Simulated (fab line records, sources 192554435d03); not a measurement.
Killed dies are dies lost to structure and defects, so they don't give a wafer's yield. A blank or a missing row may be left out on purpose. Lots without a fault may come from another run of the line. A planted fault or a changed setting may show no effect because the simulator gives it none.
Which tool did it? | flow n5_finfet | 11 lots, 32 wafers sampled, at 4 steps of a route of 1938

WHAT THE GAUGES READ, wafer by wafer
N5_WELL_APT_OVL_MEAS_09.
lot  | measured    | on         | NWELL_OVL (nm)
L877 | day 1 13:43 | overlay-01 | -1 -3 -7
L878 | day 1 19:56 | overlay-02 | 5 1 8
L881 | day 2 13:53 | overlay-02 | -2 -5 -5
L882 | day 2 19:45 | overlay-01 | -3 -5 -12
L883 | day 3 01:37 | overlay-01 | 7 -5 -3
L884 | day 3 07:52 | overlay-01 | 1 -2 -3
L890 | day 4 19:45 | overlay-02 | -9 -3 -3
L892 | day 5 08:14 | overlay-01 | -7 -10 -3
L895 | day 6 01:43 | overlay-01 | -3 5 2
L898 | day 6 20:05 | overlay-02 | -2 -9 -5
L899 | day 7 02:14 | overlay-01 | -3 -4

N5_PMOS_HMC_CHANNEL_EPI_CD_MEAS_09: target cd 237.4 nm.
lot  | measured    | on        | cd_nm (nm)
L877 | day 1 17:34 | cd_sem-01 | 238.0 237.1 236.9
L878 | day 2 05:30 | cd_sem-03 | 236.2 238.1 237.5
L881 | day 2 18:44 | cd_sem-01 | 238.5 238.1 238.9
L882 | day 2 23:35 | cd_sem-03 | 237.0 235.6 234.5
L883 | day 3 05:38 | cd_sem-03 | 235.8 238.5 237.7
L884 | day 3 11:21 | cd_sem-01 | 238.3 238.7 240.7
L890 | day 4 23:31 | cd_sem-01 | 244.7 244.7 244.9
L892 | day 5 12:02 | cd_sem-01 | 244.6 242.7 244.7
L895 | day 6 05:10 | cd_sem-01 | 239.7 240.9 238.7
L898 | day 6 23:50 | cd_sem-02 | 237.3 236.8 237.3
L899 | day 7 06:18 | cd_sem-02 | 237.0 236.9

WHICH TOOL RAN EACH LOT (tool, then ch and the chambers of the sampled wafers, then the start)
lot  | N5_WELL_APT_DESCUM_13             | N5_PMOS_HMC_CHANNEL_EPI_PEB_07
L877 | rie_diel-01 ch 1,2, day 1 14:22   | litho_track-04 ch 0, day 1 17:30
L878 | rie_diel-01 ch 0,2,3, day 1 22:05 | litho_track-04 ch 0, day 2 05:26
L881 | rie_diel-01 ch 1,2,3, day 2 14:28 | litho_track-02 ch 0, day 2 18:40
L882 | rie_diel-03 ch 0,2, day 2 19:59   | litho_track-04 ch 0, day 2 23:31
L883 | rie_diel-06 ch 0,1,2, day 3 01:40 | litho_track-04 ch 0, day 3 05:34
L884 | rie_diel-06 ch 0,1, day 3 08:02   | litho_track-02 ch 0, day 3 11:17
L890 | rie_diel-06 ch 0,2,3, day 4 20:05 | litho_track-02 ch 0, day 4 23:26
L892 | rie_diel-01 ch 2,3, day 5 08:37   | litho_track-02 ch 0, day 5 11:58
L895 | rie_diel-03 ch 0,2, day 6 01:46   | litho_track-05 ch 0, day 6 05:06
L898 | rie_diel-03 ch 1,2,3, day 6 20:08 | litho_track-04 ch 0, day 6 23:46
L899 | rie_diel-06 ch 0,2, day 7 02:17   | litho_track-04 ch 0, day 7 06:14
- N5_WELL_APT_DESCUM_13: chemistry O2, time 7.9 s.
- N5_PMOS_HMC_CHANNEL_EPI_PEB_07: peb time 60 s.

WHAT THE TOOLS THEMSELVES READ (means of the sampled wafers that have a number; where no wafer has one, the mark that the record gives instead)
N5_WELL_APT_DESCUM_13.
lot  | tool        | drypump_motor_current_A (A) | oes_product_au (a.u.) | rf_vpp_V (V) | showerhead_plenum_p_Torr (Torr) | throttle_valve_pct (%)
L877 | rie_diel-01 | 6.1                         | 0.72                  | 243.5        | 2.11                            | 20.7
L878 | rie_diel-01 | 6.2                         | 0.76                  | 243.9        | 2.16                            | 20.8
L881 | rie_diel-01 | 6.1                         | 0.74                  | 242.5        | 2.09                            | 20.7
L882 | rie_diel-03 | 5.9                         | 0.76                  | 243.3        | 2.12                            | 20.6
L883 | rie_diel-06 | 5.9                         | 0.79                  | 243.5        | 2.14                            | 20.3
L884 | rie_diel-06 | 6.2                         | 0.77                  | 243.7        | 2.16                            | 20.4
L890 | rie_diel-06 | 5.5                         | 0.84                  | 243.7        | 2.15                            | 20.4
L892 | rie_diel-01 | 6.2                         | 0.90                  | 243.8        | 2.13                            | 20.6
L895 | rie_diel-03 | 5.9                         | 0.74                  | 242.6        | 2.11                            | 20.7
L898 | rie_diel-03 | 5.7                         | 0.82                  | 243.8        | 2.07                            | 20.2
L899 | rie_diel-06 | 5.6                         | 0.78                  | 243.0        | 2.14                            | 20.4

N5_PMOS_HMC_CHANNEL_EPI_PEB_07.
lot  | tool           | plate_temp_C (C)
L877 | litho_track-04 | 110.06
L878 | litho_track-04 | 110.02
L881 | litho_track-02 | 110.04
L882 | litho_track-04 | 110.23
L883 | litho_track-04 | 109.91
L884 | litho_track-02 | 110.06
L890 | litho_track-02 | 109.97
L892 | litho_track-02 | 110.08
L895 | litho_track-05 | 109.94
L898 | litho_track-04 | 110.11
L899 | litho_track-04 | 110.04

THE ANSWER, worked out from the rows above alone
Rule: what is usual is taken from the lots themselves. Put in order of their means at a reading, lots are off if they are a third of the lots or fewer, leave a main group of 4 or more, and stand apart from it by a gap of 3 or more times the standard deviation of the main group's means; of several such gaps the widest counts. A main group whose means are all the same, to the digits that the tables above print for the reading, isn't used. A lot without any number at a reading at which 4 lots or more have one is off too. The other lots that the step has rows for count as sound. The gauges are gone through in route order, then the tools' own readings, and for those a lot's mean is taken as printed above. The first step at which some lot is off is used, and at that step the reading that is off furthest; a lot without a number counts as furthest.
Off: L890, L892, at N5_PMOS_HMC_CHANNEL_EPI_CD_MEAS_09 (cd_nm). The main group: mean 237.7 nm, standard deviation 1.2.
A tool fits if, at a process step before that reading, it ran every lot that is off, and no sound lot after the first of them. The gauges at N5_PMOS_HMC_CHANNEL_EPI_CD_MEAS_09 are tried like those tools. One fits: litho_track-02 at N5_PMOS_HMC_CHANNEL_EPI_PEB_07. Its last sound lot is L884 (day 3 11:17), its first lot that is off L890 (day 4 23:26): a fault that began between those two fits.

WHAT THE SIMULATOR HAD PUT IN
Process parameter drift: litho_track-02, from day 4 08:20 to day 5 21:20, at N5_PMOS_HMC_CHANNEL_EPI_PEB_07. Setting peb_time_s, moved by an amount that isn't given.
Lots struck among those shown: L890, L892. The rule above found the same.
